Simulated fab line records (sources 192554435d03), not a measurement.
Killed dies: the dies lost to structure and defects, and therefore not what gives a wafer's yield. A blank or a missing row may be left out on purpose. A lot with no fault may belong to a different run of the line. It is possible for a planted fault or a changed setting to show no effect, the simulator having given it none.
Matching of chambers || flow n5Finfet || 3 sister chambers for N5_BEOL_M7_CURE_74 on uvCure-02
The step cures SiCOH lowk, time 240 s. 6 wafers are shown with their chamber, then 9 later ones without.

== WAFERS PAIRED WITH THEIR CHAMBERS ==
{"wafer": "L078.5", "chamber": 0, "wafer_temp_C_max": 386.2, "lampPowerPct (%)": 52.31}
{"wafer": "L078.6", "chamber": 0, "wafer_temp_C_max": 386.1, "lampPowerPct (%)": 52.41}
{"wafer": "L084.5", "chamber": 1, "wafer_temp_C_max": 387.0, "lampPowerPct (%)": 52.30}
{"wafer": "L084.6", "chamber": 1, "wafer_temp_C_max": 386.5, "lampPowerPct (%)": 52.30}
{"wafer": "L088.2", "chamber": 2, "wafer_temp_C_max": 385.8, "lampPowerPct (%)": 52.36}
{"wafer": "L088.4", "chamber": 2, "wafer_temp_C_max": 385.8, "lampPowerPct (%)": 52.29}

== WAFERS WITH NO CHAMBER GIVEN ==
{"wafer": "L092.1", "wafer_temp_C_max": 385.9, "lampPowerPct (%)": 52.28}
{"wafer": "L092.2", "wafer_temp_C_max": 386.1, "lampPowerPct (%)": 52.27}
{"wafer": "L092.3", "wafer_temp_C_max": 386.6, "lampPowerPct (%)": 52.36}
{"wafer": "L093.2", "wafer_temp_C_max": 387.1, "lampPowerPct (%)": 52.36}
{"wafer": "L093.3", "wafer_temp_C_max": 386.8, "lampPowerPct (%)": 52.24}
{"wafer": "L093.4", "wafer_temp_C_max": 387.6, "lampPowerPct (%)": 52.34}
{"wafer": "L095.1", "wafer_temp_C_max": 387.0, "lampPowerPct (%)": 52.34}
{"wafer": "L095.4", "wafer_temp_C_max": 386.9, "lampPowerPct (%)": 52.37}
{"wafer": "L095.5", "wafer_temp_C_max": 386.7, "lampPowerPct (%)": 52.20}

== CHAMBER TAKEN BY EACH ==
{"wafer": "L092.1", "from the rows above": "can't be placed: 2 or 0", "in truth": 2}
{"wafer": "L092.2", "from the rows above": "can't be placed: 2 or 0 or 1", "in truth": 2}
{"wafer": "L092.3", "from the rows above": "can't be placed: 1 or 0", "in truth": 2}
{"wafer": "L093.2", "from the rows above": 1, "in truth": 1}
{"wafer": "L093.3", "from the rows above": 1, "in truth": 1}
{"wafer": "L093.4", "from the rows above": 1, "in truth": 1}
{"wafer": "L095.1", "from the rows above": 1, "in truth": 1}
{"wafer": "L095.4", "from the rows above": 1, "in truth": 1}
{"wafer": "L095.5", "from the rows above": 1, "in truth": 1}
Placed correctly: 6 of 9. These rows do not allow placing 3 (true chamber among the candidates in 2). 0 placed wrongly.
How it was worked out, from the rows above alone: a wafer's distance from a chamber is the root of the sum, over the readings, of the square of ((its reading less the chamber's mean) divided by the reading's scatter). If the next closest chamber is less than 2 further off than the closest, the wafer can't be placed; otherwise it belongs to the closest. The mean given for a chamber averages the wafers shown for that chamber. The scatter is the square root of a quotient: the sum, over the shown wafers, of each reading's squared deviation from its chamber's mean, divided by wafers minus chambers.
